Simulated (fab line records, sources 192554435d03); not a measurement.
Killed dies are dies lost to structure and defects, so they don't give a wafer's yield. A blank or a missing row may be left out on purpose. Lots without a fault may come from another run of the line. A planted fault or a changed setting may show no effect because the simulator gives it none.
fab line records | flow n5_finfet
record lots=4 wafers=10 last_day=15
route steps=1938 shown MOL_CONTACT_COAG@587 BEOL_M4@1111 PASSIVATION@1936
lots that met no fault: from a run of the same line without faults
start_h: hours from the record's first day to the start of the lot's first wafer shown | wait_h: hours since the lot's step before | " the same as in the row above | L1.1+2: a row that stands for several wafers | - no value, or no start given | * or withheld: withheld | < > ~ a bound
route shown NAME@n: a module of which the file shows steps, and the number in the route of the first | usual: mean/standard deviation of fault-free wafers | same: alike in all rows | chamber/n: place in a boat | sites: the reading at each site | _std_site: their standard deviation | _edge_site: outer sites' mean less inner sites' | radius_mm: how far each site lies from the wafer's centre | mask NAME#n: copy n | behind: the tool/chamber that last shaped the wafer | hold: why the lot was held/for how many hours/how that ended | device: the transistor (n, p or np) that didn't switch | end of line: the same wafers' tests at the end of the route | a step without rows: its recipe alone | killed: dies lost to structure and defects at the first sort, not the wafer's yield | map: a wafer's dies, x killed, . not, _ none there
set.NAME: the setting as run; set.NAME@STEP: as run at that earlier step | model.NAME: the simulator's own value behind a step, which no gauge read
lots at some steps of the route; a table a step, a row a wafer
services: from which hour (start_h, from the record's first day; less than 0 if before it) a tool's chamber was out of use, for how many hours, and why
## steps
# step N5_MOL_CONTACT_COAG_STRIP_96
# recipe chemistry=N2/H2 power_w=500 temp_c=40 pressure_mtorr=50 rf_frequency_hz=6e+07 overash_fraction=0.3 bias_power_w=28 h2_frac=0.5 n2_flow_sccm=300 h2_flow_sccm=300
# step N5_MOL_CONTACT_COAG_ETCH_47
# recipe chemistry=CH3F/O2 target=SiNx target_depth_a=270 mask_material=SiO2 stop_on=W over_etch_frac=0.2 ion_energy_ev=120 endpoint=OES-CN pressure_mtorr=30 source_w=395 bias_w=73 Ar_flow_sccm=150 CH3F_flow_sccm=30 O2_flow_sccm=20 ends=end_point
# step N5_MOL_CONTACT_COAG_STRIP_119
# recipe chemistry=N2/H2 time_s=30 power_w=1000 temp_c=250 pressure_mtorr=withheld n2_flow_sccm=1750 h2_flow_sccm=3250
# step N5_MOL_CONTACT_COAG_PRECLEAN_144
# recipe chemistry=alkaline_clean temp_c=60 time_s=60 do_ppb=50
# step N5_MOL_CONTACT_COAG_SRD_145
# recipe dry=ipa_marangoni time_s=30 temp_c=23 rinse_liquid=diw
# step N5_MOL_CONTACT_COAG_COAT_62
# recipe resist=SOC temp_c=250 time_s=60 spin_rpm=1500 resist_thk_nm=60
# step N5_MOL_CONTACT_COAG_COAT_63
# recipe resist=SiARC temp_c=220 time_s=60 spin_rpm=1500 resist_thk_nm=10
# step N5_MOL_CONTACT_COAG_COAT_64
# recipe resist=underlayer temp_c=205 time_s=60 spin_rpm=1500 resist_thk_nm=10
# step N5_MOL_CONTACT_COAG_COAT_34
# recipe resist=CAR-EUV spin_rpm=1500 resist_thk_nm=40
# step N5_MOL_CONTACT_COAG_EBR_36
# recipe solvent=PGMEA ebr_width_mm=1.5
# step N5_MOL_CONTACT_COAG_SOFTBAKE_35
# recipe temp_c=110 time_s=60 resist=CAR-EUV
# step N5_MOL_CONTACT_COAG_EXPOSE_37
# recipe mask_id=VD na=0.33 source_shape=annular sigma_inner=0.3 sigma_outer=0.7 polarization=unpolarized defocus_nm=0 dose_mj=62
# same na=0.33
# columns lot.wafer tool chamber start_h wait_h mask
L467.2+3+5 euv_scanner-02 0 113.62 - VD#0
L476.2+6 euv_scanner-02 0 169.02 - VD#0
L478.2+6 euv_scanner-02 0 176.51 - VD#0
L480.1+4+6 euv_scanner-01 0 193.69 - VD#0
# step N5_MOL_CONTACT_COAG_PEB_38
# recipe peb_temp_c=100 peb_time_s=60 resist=CAR-EUV
# step N5_MOL_CONTACT_COAG_DEVELOP_39
# recipe develop_time_s=30 developer=TMAH resist=CAR-EUV rinse_liquid=surfactant_rinse dry=air_spin dev_temp_c=23
# step N5_MOL_CONTACT_COAG_CD_MEAS_40
# recipe target_cd_nm=25.1 landing_energy_ev=500 detector=se_inlens polarity=opening
# usual cd_nm=25.09/0.25
# columns lot.wafer tool chamber start_h wait_h cd_nm
L467.2 cd_sem-01 0 113.76 - 25.01
L467.3 " 0 " " 24.83
L467.5 " 0 " " 25.19
L476.2 cd_sem-03 0 169.16 - 23.14
L476.6 " 0 " " 24.99
L478.2 cd_sem-01 0 176.65 - 22.79
L478.6 " 0 " " 24.53
L480.1 cd_sem-03 0 193.84 - 25.11
L480.4 " 0 " " 24.78
L480.6 " 0 " " 25.22
# step N5_MOL_CONTACT_COAG_DESCUM_45
# recipe chemistry=O2 time_s=7 source_power_w=50 bias_power_w=20 pressure_mtorr=20 rf_frequency_hz=2.712e+07 temp_c=40 resist=CAR-EUV o2_flow_sccm=225
# step N5_MOL_CONTACT_COAG_ETCH_65
# recipe chemistry=N2/H2 target=underlayer target_depth_a=130 mask_material=CAR-EUV time_s=10.4 ion_energy_ev=200 pressure_mtorr=30 source_w=840 bias_w=150 n2_flow_sccm=200 h2_flow_sccm=200 ends=cleared
# step N5_MOL_CONTACT_COAG_ETCH_66
# recipe chemistry=CF4 target=SiARC target_depth_a=130 mask_material=CAR-EUV time_s=21.7 ion_energy_ev=80 pressure_mtorr=40 source_w=545 bias_w=36 Ar_flow_sccm=100 cf4_flow_sccm=100 ends=cleared
# step N5_MOL_CONTACT_COAG_ALD_133
# recipe material=SiO2 target_thk_a=50 temp_c=100 ald_precursor_family=BDEAS ald_co_reactant=O2-plasma pulse_time_s=1 co_reactant_pulse_time_s=1 purge_time_s=2 co_reactant_purge_time_s=2 ald_cycles=35 pressure_torr=2
# step N5_MOL_CONTACT_COAG_ETCHBACK_134
# recipe chemistry=CHF3 target=SiO2 target_depth_a=100 time_s=6.7 ion_energy_ev=200 pressure_mtorr=30 source_w=610 bias_w=170 Ar_flow_sccm=200 CHF3_flow_sccm=50
# step N5_MOL_CONTACT_COAG_ETCH_67
# recipe chemistry=N2/H2 target=SOC target_depth_a=600 overetch_a=210 mask_material=SiARC temp_c=40 time_s=101.2 ion_energy_ev=200 pressure_mtorr=30 source_w=840 bias_w=150 n2_flow_sccm=200 h2_flow_sccm=200
# step N5_MOL_CONTACT_COAG_STRIP_68
# recipe chemistry=N2/H2 temp_c=40 n2_flow_sccm=200 h2_flow_sccm=200 rf_frequency_hz=6e+07
# step N5_MOL_CONTACT_COAG_STRIP_69
# recipe chemistry=N2/H2 temp_c=40 n2_flow_sccm=200 h2_flow_sccm=200 rf_frequency_hz=6e+07
# step N5_MOL_CONTACT_COAG_ETCHBACK_136
# recipe chemistry=CHF3 target=SiO2 target_depth_a=250 time_s=16.7 ion_energy_ev=200 pressure_mtorr=30 source_w=610 bias_w=170 Ar_flow_sccm=200 CHF3_flow_sccm=50
# step N5_MOL_CONTACT_COAG_STRIP_120
# recipe chemistry=CHF3 resist=SiARC rf_frequency_hz=6e+07
# step N5_MOL_CONTACT_COAG_VIA_ETCH_117
# recipe chemistry=C4F6/O2 target_depth_a=400 overetch_a=80 mask_material=SOC target=SiO2 bias_w=455 pressure_mtorr=10 time_s=26 source_w=325 Ar_flow_sccm=300 C4F6_flow_sccm=10 O2_flow_sccm=10 ion_energy_ev=575.3 ends=end_point
# step N5_MOL_CONTACT_COAG_ETCH_124
# recipe chemistry=CH3F/O2 target=SiNx target_depth_a=65 mask_material=SOC stop_on=SiOC over_etch_frac=0.3 ion_energy_ev=120 pressure_mtorr=30 source_w=395 bias_w=73 Ar_flow_sccm=150 CH3F_flow_sccm=30 O2_flow_sccm=20 ends=end_point
# step N5_MOL_CONTACT_COAG_ETCH_48
# recipe chemistry=C4F6/O2 target_depth_a=150 overetch_a=45 mask_material=SOC target=SiOC bias_w=465 pressure_mtorr=10 time_s=17 source_w=335 Ar_flow_sccm=300 C4F6_flow_sccm=10 O2_flow_sccm=10 ion_energy_ev=576
# step N5_MOL_CONTACT_COAG_STRIP_72
# recipe chemistry=N2/H2 power_w=450 temp_c=40 pressure_mtorr=20 rf_frequency_hz=6e+07 overash_fraction=3 bias_power_w=7 h2_frac=0.5 n2_flow_sccm=200 h2_flow_sccm=200
# step N5_MOL_CONTACT_COAG_STRIP_49
# recipe chemistry=N2/H2 time_s=30 power_w=1000 temp_c=250 pressure_mtorr=withheld n2_flow_sccm=1750 h2_flow_sccm=3250
# step N5_MOL_CONTACT_COAG_PRECLEAN_138
# recipe chemistry=alkaline_clean temp_c=60 time_s=60 do_ppb=50
# step N5_MOL_CONTACT_COAG_SRD_139
# recipe dry=ipa_marangoni time_s=30 temp_c=23 rinse_liquid=diw
# step N5_MOL_CONTACT_COAG_CD_MEAS_101
# recipe target_cd_nm=16
# usual cd_nm=15.9/0.35
# columns lot.wafer tool chamber start_h wait_h cd_nm
L467.2 cd_sem-01 - 114.82 0.0 15.8
L467.3 " - " " 16.1
L467.5 " - " " 15.4
L476.2 cd_sem-03 - 170.33 0.0 13.6
L476.6 " - " " 15.8
L478.2 cd_sem-03 - 177.60 0.0 13.8
L478.6 " - " " 16.1
L480.1 cd_sem-03 - 195.04 0.0 16.3
L480.4 " - " " 15.9
L480.6 " - " " 16.0
# step N5_MOL_CONTACT_COAG_PRE_CLEAN_121
# recipe gas=H2/He time_s=* temp_c=withheld
# step N5_MOL_CONTACT_COAG_CVD_140
# recipe material=W target_thk_a=665 mode=selective_fill temp_c=300 time_s=215
# step N5_MOL_CONTACT_COAG_PRECLEAN_127
# recipe chemistry=DIW time_s=57.5 temp_c=23
# step N5_MOL_CONTACT_COAG_SRD_128
# recipe dry_time_s=32 dry=n2_spin spin_rpm=1500
# step N5_MOL_CONTACT_COAG_CMP_52
# recipe stop_on=SiO2 t_overpolish_s=1.5 post_cmp_clean=w_dilute_nh4oh down_force_psi=4 platen_rpm=50.289 pad_velocity_m_s=1.0006 target_thk_nm=66.5
# step N5_BEOL_M4_RC_MEAS_101
# usual DIBL_N=36.3/1.7 DIBL_P=36.5/1.8 IOFF_N=0.16/0.033 IOFF_P=0.21/0.037 ION_N=675/11 ION_P=462/7.9 SS_N=71.6/0.64 SS_P=73.3/0.68 VT_N=249/3.3 VT_P=-250/3.3
# columns lot.wafer tool chamber start_h wait_h DIBL_N[mV/V] DIBL_P[mV/V] IOFF_N[nA/um] IOFF_P[nA/um] ION_N[uA/um] ION_P[uA/um] SS_N[mV/dec] SS_P[mV/dec] VT_N[mV] VT_P[mV]
L467.2 prober-01 0 175.55 0.2 35.6 35.6 0.13 0.20 666 458 71.0 73.5 254 -250
L467.3 " 0 " " 35.3 35.5 0.13 0.20 659 456 70.8 73.4 255 -252
L467.5 " 0 " " 35.4 35.7 0.13 0.20 668 459 70.8 73.3 253 -251
L476.6 prober-01 0 226.03 0.8 36.9 36.5 0.18 0.21 671 458 71.9 73.2 247 -252
L478.6 prober-02 0 251.75 0.8 37.2 36.5 0.16 0.20 670 456 71.7 73.1 251 -250
L480.1 prober-02 0 256.50 0.0 36.5 35.7 0.17 0.23 677 470 71.7 73.0 246 -245
L480.4 " 0 " " 38.0 37.2 0.19 0.25 681 467 72.5 73.4 251 -249
L480.6 " 0 " " 37.7 36.5 0.18 0.24 668 461 71.5 73.6 248 -246
# step N5_PASSIVATION_PROBE_49
# usual defect_limited_yield=91.3/1.5 killed_at_M0_to_M3=34/9.4 killed_at_M4_up=13/5.3 killed_at_contacts=13/5.7 killed_at_front_end=40/10 killed_at_other=3.7/2.8 killed_dies=103/17 killed_on_rim=13/4.2 killed_open=67/13 killed_short=35/8.5 sort_bin_5_function=5.0/0.98 sort_bin_6_memory=3.3/0.7 sort_n_pass=1077/17 sort_yield_pct=91.3/1.5
# same gross_dies=1180 killed_at_back_side=0 sort_bin_4_leakage[%]=0 sort_bin_8_speed[%]=0
# columns lot.wafer tool chamber start_h wait_h defect_limited_yield[%] killed_at_M0_to_M3 killed_at_M4_up killed_at_contacts killed_at_front_end killed_at_other killed_dies killed_on_rim killed_open killed_short sort_bin_5_function[%] sort_bin_6_memory[%] sort_n_pass sort_yield_pct[%]
L467.2 prober-02 - 272.73 0.1 92.5 30 10 14 27 8 89 10 46 37 4.2 2.6 1091 92.5
L467.3 prober-02 - 272.78 0.1 93.1 30 5 13 32 1 81 8 43 38 3.4 3.0 1099 93.1
L467.5 prober-02 - 272.88 0.2 91.1 35 4 16 46 4 105 18 73 31 5.2 3.5 1075 91.1
L476.2 prober-02 - 331.69 0.1 0 35 28 1059 44 14 1180 152 76 48 5.7 4.2 0 0
L476.6 prober-02 - 331.89 0.3 90.4 47 11 10 39 6 113 15 83 30 5.4 3.9 1067 90.4
L478.2 prober-01 - 355.57 0.1 0 23 14 1092 47 4 1180 152 59 36 4.8 3.1 0 0
L478.6 prober-01 - 355.77 0.3 91.0 24 9 8 63 2 106 10 78 28 5.8 2.9 1074 91.0
L480.1 prober-01 - 365.16 0.0 87.3 56 11 13 69 1 150 14 96 53 6.8 5.3 1030 87.3
L480.4 prober-01 - 365.31 0.2 91.2 42 12 10 37 3 104 12 59 45 5.7 2.7 1076 91.2
L480.6 prober-01 - 365.41 0.3 90.6 34 13 9 53 2 111 18 57 54 5.0 4.1 1069 90.6
# killed by level:class
L467.2 MOL_CONTACT_COAG:geometric_particle:open=11 BEOL_M0_SAQP:geometric_particle:short=10 BEOL_M0_SAQP:geometric_particle:open=8 GATE_CUT:geometric_particle:short=5 HKMG_FIN:area_etch=5 GATE_CUT:geometric_particle:open=4 BEOL_M0:geometric_particle:short=4 BEOL_M5:geometric_particle:open=4
L467.3 MOL_CONTACT_COAG:geometric_particle:open=9 STI_FIN_REVEAL:geometric_particle:open=7 BEOL_M1:geometric_particle:short=6 GATE_CUT:geometric_particle:open=5 GATE_CUT:geometric_particle:short=5 BEOL_M0_SAQP:geometric_particle:short=5 BEOL_M0:geometric_particle:short=5 BEOL_M3:geometric_particle:open=5
L467.5 MOL_CONTACT_COAG:geometric_particle:open=13 FIN_SAQP:geometric_particle:open=12 GATE_CUT:geometric_particle:open=10 GATE_CUT:geometric_particle:short=7 BEOL_M0_SAQP:geometric_particle:open=7 BEOL_M0_SAQP:geometric_particle:short=6 BEOL_M2:geometric_particle:open=6 BEOL_M3:geometric_particle:open=6
L476.2 MOL_CONTACT_COAG:area_expose=1055 BEOL_M0_SAQP:geometric_particle:short=14 BEOL_M4:geometric_particle:open=14 FIN_SAQP:geometric_particle:short=6 STI_FIN_REVEAL:geometric_particle:open=6 MIM_TOP_ETCH:geometric_particle:open=6 GATE_CUT:geometric_particle:short=5 BEOL_M0_SAQP:geometric_particle:open=5
L476.6 BEOL_M2:geometric_particle:open=25 STI_FIN_REVEAL:geometric_particle:open=10 MOL_CONTACT_COAG:geometric_particle:open=9 BEOL_M0_SAQP:geometric_particle:open=7 BEOL_M3:geometric_particle:open=6 BEOL_M4:geometric_particle:open=6 DUMMY_GATE:geometric_particle:open=5 BEOL_M0_SAQP:geometric_particle:short=5
L478.2 MOL_CONTACT_COAG:area_expose=1082 MOL_CONTACT_COAG:geometric_particle:open=10 FIN_SAQP:geometric_particle:short=9 FIN_SAQP:geometric_particle:open=9 BEOL_M3:geometric_particle:open=7 ILD0:geometric_particle:open=6 ILD0:geometric_particle:short=6 BEOL_M4:geometric_particle:open=6
L478.6 FIN_SAQP:geometric_particle:open=19 STI_FIN_REVEAL:geometric_particle:open=15 GATE_CUT:geometric_particle:open=8 MOL_CONTACT_COAG:geometric_particle:open=6 BEOL_M3:geometric_particle:open=6 BEOL_M4:geometric_particle:open=6 BEOL_M0_SAQP:geometric_particle:short=5 FIN_SAQP:geometric_particle:short=4
L480.1 STI_FIN_REVEAL:geometric_particle:open=21 BEOL_M0_SAQP:geometric_particle:short=21 FIN_SAQP:geometric_particle:open=18 BEOL_M0_SAQP:geometric_particle:open=16 FIN_SAQP:geometric_particle:short=13 MOL_CONTACT_COAG:geometric_particle:open=12 BEOL_M2:geometric_particle:open=5 BEOL_M6:geometric_particle:open=5
L480.4 BEOL_M0_SAQP:geometric_particle:open=13 FIN_SAQP:geometric_particle:short=9 BEOL_M0_SAQP:geometric_particle:short=9 MOL_CONTACT_COAG:geometric_particle:open=7 FIN_SAQP:geometric_particle:open=6 BEOL_M2:geometric_particle:open=6 STI_FIN_REVEAL:geometric_particle:open=5 BEOL_M4:geometric_particle:short=5
L480.6 FIN_SAQP:geometric_particle:short=18 FIN_SAQP:geometric_particle:open=9 STI_FIN_REVEAL:geometric_particle:open=9 BEOL_M4:geometric_particle:short=8 MOL_CONTACT_COAG:geometric_particle:open=7 BEOL_M0_SAQP:geometric_particle:short=6 BEOL_M1:geometric_particle:open=6 BEOL_M0_SAQP:geometric_particle:open=5
# map L476.2 (x killed, . not)
_________________xxxxxxxxxxxx________________
______________xxxxxxxxxxxxxxxxxx_____________
___________xxxxxxxxxxxxxxxxxxxxxxxx__________
__________xxxxxxxxxxxxxxxxxxxxxxxxxx_________
________xxxxxxxxxxxxxxxxxxxxxxxxxxxxxx_______
_______xxxxxxxxxxxxxxxxxxxxxxxxxxxxxxxx______
______xxxxxxxxxxxxxxxxxxxxxxxxxxxxxxxxxx_____
_____xxxxxxxxxxxxxxxxxxxxxxxxxxxxxxxxxxxx____
____xxxxxxxxxxxxxxxxxxxxxxxxxxxxxxxxxxxxxx___
___xxxxxxxxxxxxxxxxxxxxxxxxxxxxxxxxxxxxxxxx__
___xxxxxxxxxxxxxxxxxxxxxxxxxxxxxxxxxxxxxxxx__
__xxxxxxxxxxxxxxxxxxxxxxxxxxxxxxxxxxxxxxxxxx_
__xxxxxxxxxxxxxxxxxxxxxxxxxxxxxxxxxxxxxxxxxx_
_xxxxxxxxxxxxxxxxxxxxxxxxxxxxxxxxxxxxxxxxxxxx
_xxxxxxxxxxxxxxxxxxxxxxxxxxxxxxxxxxxxxxxxxxxx
_xxxxxxxxxxxxxxxxxxxxxxxxxxxxxxxxxxxxxxxxxxxx
_xxxxxxxxxxxxxxxxxxxxxxxxxxxxxxxxxxxxxxxxxxxx
_xxxxxxxxxxxxxxxxxxxxxxxxxxxxxxxxxxxxxxxxxxxx
_xxxxxxxxxxxxxxxxxxxxxxxxxxxxxxxxxxxxxxxxxxxx
_xxxxxxxxxxxxxxxxxxxxxxxxxxxxxxxxxxxxxxxxxxxx
_xxxxxxxxxxxxxxxxxxxxxxxxxxxxxxxxxxxxxxxxxxxx
__xxxxxxxxxxxxxxxxxxxxxxxxxxxxxxxxxxxxxxxxxx_
__xxxxxxxxxxxxxxxxxxxxxxxxxxxxxxxxxxxxxxxxxx_
___xxxxxxxxxxxxxxxxxxxxxxxxxxxxxxxxxxxxxxxx__
___xxxxxxxxxxxxxxxxxxxxxxxxxxxxxxxxxxxxxxxx__
____xxxxxxxxxxxxxxxxxxxxxxxxxxxxxxxxxxxxxx___
_____xxxxxxxxxxxxxxxxxxxxxxxxxxxxxxxxxxxx____
______xxxxxxxxxxxxxxxxxxxxxxxxxxxxxxxxxx_____
_______xxxxxxxxxxxxxxxxxxxxxxxxxxxxxxxx______
________xxxxxxxxxxxxxxxxxxxxxxxxxxxxxx_______
__________xxxxxxxxxxxxxxxxxxxxxxxxxx_________
___________xxxxxxxxxxxxxxxxxxxxxxxx__________
______________xxxxxxxxxxxxxxxxxx_____________
_________________xxxxxxxxxxxx________________
# map L478.2 (x killed, . not)
_________________xxxxxxxxxxxx________________
______________xxxxxxxxxxxxxxxxxx_____________
___________xxxxxxxxxxxxxxxxxxxxxxxx__________
__________xxxxxxxxxxxxxxxxxxxxxxxxxx_________
________xxxxxxxxxxxxxxxxxxxxxxxxxxxxxx_______
_______xxxxxxxxxxxxxxxxxxxxxxxxxxxxxxxx______
______xxxxxxxxxxxxxxxxxxxxxxxxxxxxxxxxxx_____
_____xxxxxxxxxxxxxxxxxxxxxxxxxxxxxxxxxxxx____
____xxxxxxxxxxxxxxxxxxxxxxxxxxxxxxxxxxxxxx___
___xxxxxxxxxxxxxxxxxxxxxxxxxxxxxxxxxxxxxxxx__
___xxxxxxxxxxxxxxxxxxxxxxxxxxxxxxxxxxxxxxxx__
__xxxxxxxxxxxxxxxxxxxxxxxxxxxxxxxxxxxxxxxxxx_
__xxxxxxxxxxxxxxxxxxxxxxxxxxxxxxxxxxxxxxxxxx_
_xxxxxxxxxxxxxxxxxxxxxxxxxxxxxxxxxxxxxxxxxxxx
_xxxxxxxxxxxxxxxxxxxxxxxxxxxxxxxxxxxxxxxxxxxx
_xxxxxxxxxxxxxxxxxxxxxxxxxxxxxxxxxxxxxxxxxxxx
_xxxxxxxxxxxxxxxxxxxxxxxxxxxxxxxxxxxxxxxxxxxx
_xxxxxxxxxxxxxxxxxxxxxxxxxxxxxxxxxxxxxxxxxxxx
_xxxxxxxxxxxxxxxxxxxxxxxxxxxxxxxxxxxxxxxxxxxx
_xxxxxxxxxxxxxxxxxxxxxxxxxxxxxxxxxxxxxxxxxxxx
_xxxxxxxxxxxxxxxxxxxxxxxxxxxxxxxxxxxxxxxxxxxx
__xxxxxxxxxxxxxxxxxxxxxxxxxxxxxxxxxxxxxxxxxx_
__xxxxxxxxxxxxxxxxxxxxxxxxxxxxxxxxxxxxxxxxxx_
___xxxxxxxxxxxxxxxxxxxxxxxxxxxxxxxxxxxxxxxx__
___xxxxxxxxxxxxxxxxxxxxxxxxxxxxxxxxxxxxxxxx__
____xxxxxxxxxxxxxxxxxxxxxxxxxxxxxxxxxxxxxx___
_____xxxxxxxxxxxxxxxxxxxxxxxxxxxxxxxxxxxx____
______xxxxxxxxxxxxxxxxxxxxxxxxxxxxxxxxxx_____
_______xxxxxxxxxxxxxxxxxxxxxxxxxxxxxxxx______
________xxxxxxxxxxxxxxxxxxxxxxxxxxxxxx_______
__________xxxxxxxxxxxxxxxxxxxxxxxxxx_________
___________xxxxxxxxxxxxxxxxxxxxxxxx__________
______________xxxxxxxxxxxxxxxxxx_____________
_________________xxxxxxxxxxxx________________
## services
# columns tool chamber start_h hours kind
euv_scanner-01 - 93.55 0.3 repair
euv_scanner-02 - 99.97 1.0 pm
euv_scanner-01 - 112.98 1.0 pm
euv_scanner-01 - 140.87 2.1 repair
euv_scanner-02 - 156.12 1.0 pm
euv_scanner-01 - 169.13 1.0 pm
euv_scanner-02 0 186.03 - calibration
## key
first_sign step=N5_MOL_CONTACT_COAG_CD_MEAS_40 reading=cd_nm direction=down sigmas=8.4 usual=25.09 struck=22.96
effect step=N5_MOL_CONTACT_COAG_CD_MEAS_101 reading=cd_nm direction=down sigmas=6.3 usual=15.9 struck=13.7
effect step=N5_PASSIVATION_PROBE_49 reading=killed_at_contacts direction=up sigmas=99+ usual=13 struck=1076
more_kills_born_at N5_MOL_CONTACT_COAG_EXPOSE_37@euv_scanner-02=2137
met_at N5_MOL_CONTACT_COAG_EXPOSE_37
struck_wafers L476.2,L478.2
later_rows_left_out L476.2,L478.2
onset_between 113.62 169.02
fault kind=process_parameter_drift tool=euv_scanner-02 chamber=- onset_h=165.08 steps=N5_MOL_CONTACT_COAG_EXPOSE_37 channel=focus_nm offset=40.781 shape=step end_h=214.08 scope=struck_wafers_only
# later_rows_left_out: the simulator's readings of these wafers behind a module that went badly wrong aren't trusted and aren't shown, but for the sort
